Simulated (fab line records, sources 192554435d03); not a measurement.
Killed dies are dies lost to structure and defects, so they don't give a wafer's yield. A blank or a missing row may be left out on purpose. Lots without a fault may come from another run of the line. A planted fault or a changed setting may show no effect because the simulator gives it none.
A struck lot beside a sound one | flow n5_finfet | 22 steps out of a route of 1938
Sound: wafers L440.3, L440.4, L440.6. Struck: wafer L436.4. (L436.2, L436.6 of the same lot were not struck and are left out.) The cause comes at the end.
At each step with rows: each side's tool, then ch and its chambers, then its first start. Under that, the readings that differ: sound wafers | struck wafers | difference of the means | sigmas: that difference in standard deviations of wafers without a fault.
alike: readings whose means differ by less than 2 such deviations, and words and numbers that are the same on both sides. not compared: withheld readings, readings that some wafer has no value for, bounds like >300 that may hide the same value, and numbers for which the record gives no deviation and whose values overlap.
The two part at a step that has a row with sigmas, a row that says differs or no value, or rows on one side only. Numbers that don't overlap but have no deviation are shown without sigmas and don't part them. A reading that every wafer of one side lacks parts them only if that side has two wafers or more.

first, 9 steps without rows for these wafers: N5_BEOL_M6_EXPOSE_08 (exposes mask M6); N5_BEOL_M6_PEB_09 (peb time 60 s); N5_BEOL_M6_DEVELOP_10 (develop time 30 s); N5_BEOL_M6_DESCUM_16 (chemistry O2, time 7.9 s); N5_BEOL_M6_ETCH_61 (etches SiARC in CF4, target depth 45.5 nm, time 75.8 s); N5_BEOL_M6_ETCH_62 (etches SOC in N2/H2, target depth 110 nm, overetch 22 nm, time 165 s); N5_BEOL_M6_STRIP_68 (strips in N2/H2); N5_BEOL_M6_STRIP_67 (strips in CF4); N5_BEOL_M6_HM_OPEN_17 (chemistry Cl2/BCl3, target TiN, target depth 20 nm, overetch 6 nm).
N5_BEOL_M6_STRIP_19: strips in O2.
  sound on rie_diel-06 ch 0,1,3, day 15 07:35; struck on rie_diel-02 ch 2, day 14 08:40
  alike: drypump_motor_current_A, oes_product_au, rf_vpp_V, showerhead_plenum_p_Torr, throttle_valve_pct
  not compared: rf_hours_counter_h
then, 9 steps without rows for these wafers: N5_BEOL_M6_COAT_63 (time 60 s, resist thk 60 nm); N5_BEOL_M6_COAT_64 (time 60 s, resist thk 12 nm); N5_BEOL_M6_COAT_71 (time 60 s, resist thk 5 nm); N5_BEOL_M6_COAT_22 (resist thk 30 nm); N5_BEOL_M6_EBR_24; N5_BEOL_M6_SOFTBAKE_23 (time 60 s); N5_BEOL_M6_EXPOSE_25 (exposes mask V5, target cd 40 nm); N5_BEOL_M6_PEB_26 (peb time 60 s); N5_BEOL_M6_DEVELOP_27 (develop time 30 s).
N5_BEOL_M6_INSPECT_30: inspects for defects (brightfield).
  sound on defect_inspect-01, day 15 08:55; struck on defect_inspect-01, day 14 11:37
  reading          | sound       | struck | difference | sigmas
  raw_defect_count | 619 585 547 | 1472   | +888       | +9
then, 1 step without rows for these wafers: N5_BEOL_M6_DESCUM_33 (chemistry O2, time 7 s).
-- the record jumps here: 4 days lie between the struck wafers' starts before and after (it left off in module BEOL_M6 and takes up again in module PASSIVATION, whose first step shown is number 1936 of the route) --
N5_PASSIVATION_PROBE_49:
  the record has rows for the struck wafers here (prober-02, day 18 06:37) and none for the sound ones

WHERE THEY PART
First at N5_BEOL_M6_INSPECT_30; last, within this record, at N5_PASSIVATION_PROBE_49.

WHY: what the simulator had put in
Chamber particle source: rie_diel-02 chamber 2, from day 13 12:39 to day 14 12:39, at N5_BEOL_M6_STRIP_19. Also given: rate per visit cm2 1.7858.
